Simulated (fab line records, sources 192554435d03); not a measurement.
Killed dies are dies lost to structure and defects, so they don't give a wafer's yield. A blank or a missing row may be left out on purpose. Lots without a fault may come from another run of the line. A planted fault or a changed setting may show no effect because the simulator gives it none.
Chamber matching | flow n5_finfet | N5_BEOL_M0_SAQP_ETCH_102 on rie_si-04: 4 sister chambers
The step etches SiO2 in CF4, target depth 4 nm, time 4.4 s. 4 wafers are shown with their chamber, then 9 later ones without.

WAFERS WITH THEIR CHAMBER
wafer  | chamber | throttle_valve_pct (%)
L079.4 | 0       | 22.24
L082.1 | 3       | 21.89
L082.2 | 2       | 21.74
L082.3 | 1       | 21.43

WAFERS WITHOUT THEIR CHAMBER
wafer  | throttle_valve_pct (%)
L082.4 | 22.22
L082.5 | 21.41
L082.6 | 21.75
L088.1 | 22.23
L088.2 | 21.89
L088.6 | 21.75
L097.1 | 22.24
L097.4 | 21.74
L097.6 | 22.24

WHICH CHAMBER EACH WENT THROUGH
wafer  | from the rows above | in truth
L082.4 | 0                   | 0
L082.5 | 1                   | 1
L082.6 | 2                   | 2
L088.1 | 0                   | 0
L088.2 | 3                   | 3
L088.6 | 2                   | 2
L097.1 | 0                   | 0
L097.4 | 2                   | 2
L097.6 | 0                   | 0
Placed correctly: 9 of 9. Can't be placed from these rows: 0. Placed wrongly: 0.
How it was worked out, from the rows above alone: a wafer's distance from a chamber is the root of the sum, over the readings, of the square of ((its reading less the chamber's mean) divided by the reading's scatter). The wafer belongs to the nearest chamber; if the next one is less than 2 further off, it can't be placed. A chamber's mean is the mean of its shown wafers. The scatter: with one shown wafer a chamber, the root of the mean of the squares of how far each hidden wafer lies from its nearest shown one.
